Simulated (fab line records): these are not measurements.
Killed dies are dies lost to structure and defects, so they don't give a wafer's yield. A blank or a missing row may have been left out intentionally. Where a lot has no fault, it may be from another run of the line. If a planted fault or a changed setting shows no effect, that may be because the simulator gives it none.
Chamber matching + flow nand harc + rie diel-11 running NHARC_A_STAIRCASE_TRIM_220: 4 sister chambers
The step chemistry O2, time 211.2 s. 22 wafers are shown with their chamber, then 11 later ones without.

== WAFERS, EACH WITH ITS CHAMBER ==
| wafer  | chamber | drypump motor current A (A) | showerhead plenum p Torr (Torr) | oes product au (a.u.) |
|--------|---------|-----------------------------|---------------------------------|-----------------------|
| L076.1 | 2       | 5.4                         | 3.63                            | 1.007                 |
| L076.2 | 3       | 5.2                         | 3.72                            | 1.023                 |
| L076.5 | 3       | 5.3                         | 3.72                            | 1.014                 |
| L077.2 | 0       | 6.7                         | 3.56                            | 0.999                 |
| L077.4 | 0       | 6.7                         | 3.56                            | 0.995                 |
| L077.6 | 3       | 5.3                         | 3.72                            | 1.014                 |
| L078.1 | 2       | 5.4                         | 3.63                            | 1.024                 |
| L078.2 | 3       | 5.2                         | 3.72                            | 1.030                 |
| L078.4 | 0       | 6.7                         | 3.56                            | 1.007                 |
| L079.2 | 2       | 5.4                         | 3.62                            | 1.010                 |
| L079.5 | 3       | 5.3                         | 3.71                            | 1.014                 |
| L079.6 | 0       | 6.6                         | 3.56                            | 1.011                 |
| L083.2 | 0       | 6.7                         | 3.55                            | 1.004                 |
| L083.5 | 1       | 5.1                         | 3.49                            | 0.997                 |
| L083.6 | 0       | 6.6                         | 3.55                            | 1.010                 |
| L083.1 | 1       | 5.1                         | 3.49                            | 1.006                 |
| L083.3 | 3       | 5.3                         | 3.70                            | 1.010                 |
| L083.4 | 2       | 5.4                         | 3.62                            | 1.020                 |
| L092.1 | 0       | 6.7                         | 3.54                            | 1.009                 |
| L092.2 | 1       | 5.1                         | 3.48                            | 1.003                 |
| L092.5 | 2       | 5.4                         | 3.61                            | 1.004                 |
| L092.3 | 3       | 5.2                         | 3.69                            | 0.993                 |

SIGNATURES, as means of the wafers listed above
| reading                  | chamber 0 | chamber 1 | chamber 2 | chamber 3 | scatter within a chamber |
|--------------------------|-----------|-----------|-----------|-----------|--------------------------|
| drypump motor current A  | 6.671     | 5.100     | 5.400     | 5.257     | 0.0418                   |
| showerhead plenum p Torr | 3.5543    | 3.4867    | 3.6220    | 3.7114    | 0.00944                  |
| oes product au           | 1.00500   | 1.00200   | 1.01300   | 1.01400   | 0.00866                  |
Rule: a wafer's distance from a chamber is the root of the sum, over the readings, of the square of ((its reading less the chamber's mean) divided by the reading's scatter). The wafer belongs to the nearest chamber; if the next one is less than 2 further off, it can't be placed. The scatter: the root of (the sum of the squares of (reading less its chamber's mean) over the shown wafers, divided by (wafers less chambers)).

== WAFERS WHOSE CHAMBER IS MISSING ==
| wafer  | drypump motor current A (A) | showerhead plenum p Torr (Torr) | oes product au (a.u.) |
|--------|-----------------------------|---------------------------------|-----------------------|
| L092.4 | 5.4                         | 3.61                            | 1.004                 |
| L092.6 | 5.1                         | 3.48                            | 0.991                 |
| L094.1 | 5.4                         | 3.60                            | 1.013                 |
| L094.3 | 5.3                         | 3.69                            | 1.015                 |
| L094.4 | 5.1                         | 3.48                            | 0.991                 |
| L097.1 | 5.2                         | 3.69                            | 1.008                 |
| L097.2 | 6.7                         | 3.53                            | 1.016                 |
| L097.5 | 5.4                         | 3.60                            | 1.010                 |
| L095.3 | 5.1                         | 3.47                            | 0.986                 |
| L095.4 | 5.4                         | 3.60                            | 1.004                 |
| L095.6 | 5.1                         | 3.47                            | 1.003                 |

== WHICH CHAMBER EACH WENT THROUGH ==
| wafer  | from the rows above | in truth |
|--------|---------------------|----------|
| L092.4 | 2                   | 2        |
| L092.6 | 1                   | 1        |
| L094.1 | 2                   | 2        |
| L094.3 | 3                   | 3        |
| L094.4 | 1                   | 1        |
| L097.1 | 3                   | 3        |
| L097.2 | 0                   | 0        |
| L097.5 | 2                   | 2        |
| L095.3 | 1                   | 1        |
| L095.4 | 2                   | 2        |
| L095.6 | 1                   | 1        |
Correct placement for 11 of the 11. Not placeable from these rows: 0. Wrongly placed: 0.
